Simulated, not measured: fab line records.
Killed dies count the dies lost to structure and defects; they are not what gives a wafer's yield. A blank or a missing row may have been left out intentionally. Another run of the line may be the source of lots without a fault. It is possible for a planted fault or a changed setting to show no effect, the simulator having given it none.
Matching of chambers + flow n5_finfet + 3 sister chambers for N5_BEOL_M10_CMP_52 on cmp-04
The step polishes, stops on SiCOH lowk, t overpolish 7 s, target thk 140 nm. 3 wafers are shown with their chamber, then 7 later ones without.

## WAFERS PAIRED WITH THEIR CHAMBERS
| wafer  | chamber | motor_current_A (A) |
|--------|---------|---------------------|
| L087.2 | 3       | 6.0                 |
| L091.5 | 1       | 7.1                 |
| L093.1 | 0       | 5.4                 |

## WAFERS WITHOUT THEIR CHAMBER
| wafer  | motor_current_A (A) |
|--------|---------------------|
| L093.2 | 7.0                 |
| L096.1 | 5.8                 |
| L096.2 | 5.7                 |
| L096.6 | 6.2                 |
| L097.1 | 6.6                 |
| L097.2 | 5.9                 |
| L097.4 | 5.5                 |

## WHICH CHAMBER EACH ONE RAN IN
| wafer  | from the rows above     | in truth |
|--------|-------------------------|----------|
| L093.2 | 1                       | 1        |
| L096.1 | can't be placed: 3 or 0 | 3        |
| L096.2 | can't be placed: 0 or 3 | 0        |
| L096.6 | 3                       | 3        |
| L097.1 | can't be placed: 1 or 3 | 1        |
| L097.2 | can't be placed: 3 or 0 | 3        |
| L097.4 | can't be placed: 0 or 3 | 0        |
Placed correctly: 2 of 7. These rows do not allow placing 5 (true chamber among the candidates in 5). Placed wrongly: 0.
How it was worked out, from the rows above alone: a wafer's distance from a chamber is the root of the sum, over the readings, of the square of ((its reading less the chamber's mean) divided by the reading's scatter). If the next closest chamber is less than 2 further off than the closest, the wafer can't be placed; otherwise it belongs to the closest. Each chamber's mean is taken over the wafers shown for it. The scatter: root of mean squared gap, hidden wafer to nearest shown wafer, with one shown wafer a chamber.
